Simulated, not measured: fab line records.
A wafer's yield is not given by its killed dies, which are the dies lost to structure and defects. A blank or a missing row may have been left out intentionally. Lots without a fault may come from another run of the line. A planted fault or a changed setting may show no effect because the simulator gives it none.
Split-lot trial ; flow n5 finfet ; 7 lots, 21 wafers read, on a route of 1938 steps

## THE SPLIT ITSELF
At N5_BEOL_M3_COAT_68 (time 60 s, resist thk 12 nm), the setting spin rpm was moved away from the recipe's 1500 rpm on 9 of the 21 wafers read, by -8.0% to +3.3%. All remaining wafers had this setting at the recipe value.

## FROM THE SPLIT TO THE READING: what the file shows between them, 8 steps
- N5_BEOL_M3_COAT_22: resist thk 30 nm (also split here: spin rpm)
- N5_BEOL_M3_EBR_24
- N5_BEOL_M3_SOFTBAKE_23: time 60 s
- N5_BEOL_M3_EXPOSE_25: exposes mask V2, defocus 5 nm
- N5_BEOL_M3_PEB_26: peb time 60 s
- N5_BEOL_M3_DEVELOP_27: develop time 30 s
- N5_BEOL_M3_DESCUM_33: chemistry O2, time 7 s
- N5_BEOL_M3_ETCH_77: etches underlayer in N2/H2, target depth 6.5 nm, time 5.2 s

## THE READING
etch.depth nm (the simulator's own value, which no gauge read), in nm, at N5_BEOL_M3_ETCH_69 (etches SiARC in CF4, target depth 15.6 nm, time 26 s). The file gives no usual value for it. Here, 12 wafers ran the recipe; their average is 12.00 nm with a standard deviation of 0.039 nm.

wafer;tool, chamber at the split;spin rpm as run, rpm;against the recipe;etch.depth nm, nm;against lot-mates on the recipe
L078.1;litho track-03, 0;1500;recipe;11.93;-
L078.3;litho track-03, 0;1500;recipe;11.95;-
L078.5;litho track-03, 0;1500;recipe;11.96;-
L077.1;litho track-01, 0;1390;-7.3%;12.52;+0.49
L077.3;litho track-01, 0;1500;recipe;12.01;-
L077.6;litho track-01, 0;1500;recipe;12.05;-
L079.1;litho track-04, 0;1413;-5.8%;12.41;no lot-mate on the recipe
L079.4;litho track-04, 0;1413;-5.8%;12.42;no lot-mate on the recipe
L079.5;litho track-04, 0;1413;-5.8%;12.36;no lot-mate on the recipe
L088.1;litho track-01, 0;1500;recipe;12.05;-
L088.2;litho track-01, 0;1500;recipe;12.06;-
L088.5;litho track-01, 0;1380;-8.0%;12.6;+0.54
L089.3;litho track-03, 0;1454;-3.1%;12.17;+0.17
L089.4;litho track-03, 0;1500;recipe;12;-
L089.5;litho track-03, 0;1454;-3.1%;12.2;+0.20
L090.1;litho track-01, 0;1549;+3.3%;11.83;-0.18
L090.5;litho track-01, 0;1500;recipe;12.01;-
L090.6;litho track-01, 0;1549;+3.3%;11.8;-0.21
L097.3;litho track-04, 0;1500;recipe;12;-
L097.4;litho track-04, 0;1500;recipe;11.99;-
L097.5;litho track-04, 0;1500;recipe;11.98;-

THE FIT
A straight line over all 21 wafers: etch.depth nm changes by -0.0685 nm for each +1% of spin rpm; r = -0.99; the points scatter about the line by 0.039 nm.
The same after taking each lot's own level away (the mean of its wafers on the recipe; 18 wafers): -0.0654 nm for each +1%; r = -1.00; scatter 0.016 nm.
Per that fit: largest spin rpm move, reading shift of 0.52 nm.
From 11.947 to 12.055 nm: that is the span of the lots' own levels, equal to 2.8 times the standard deviation above.
The two slopes are in agreement: the lot-to-lot level therefore moves the slope only a little.
Check: with one of the wafers moved furthest among these (-8.0%) left out of the fit, the line predicts +0.512 nm for it against its lot-mates. Against them it came out at +0.545 nm.

## ADDITIONAL SPLITS CARRIED BY THESE WAFERS
Other splits were also applied to these wafers ahead of the reading. Each is held against what the fit with the lots' levels taken away leaves over:
other split on the same wafers;wafers away from the commonest value;r with etch.depth nm (lot level and that fit taken away)
N5_BEOL_M2_DESCUM_16 time s;6;-0.11
N5_BEOL_M2_ETCH_74 source w;6;-0.34
N5_BEOL_M3_COAT_22 spin rpm;8;-0.17

## THE WHOLE CHAIN: every reading that the file lists as answering this split, in the file's order
step;what it does;reading;change (the file's fit);r (the file's)
N5_BEOL_M3_COAT_68;time 60 s, resist thk 12 nm;SiARC_of_BEOL_M3_COAT_68.thk nm (the simulator's own value, which no gauge read);-0.0759 nm for each +1% of the setting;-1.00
N5_BEOL_M3_ETCH_69;etches SiARC in CF4, target depth 15.6 nm, time 26 s;etch.depth nm (the simulator's own value, which no gauge read);-0.0665 nm for each +1% of the setting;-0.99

## FILE'S OWN FIT
etch.depth nm changes by -0.0665 nm for each +1% of spin rpm, r = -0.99.
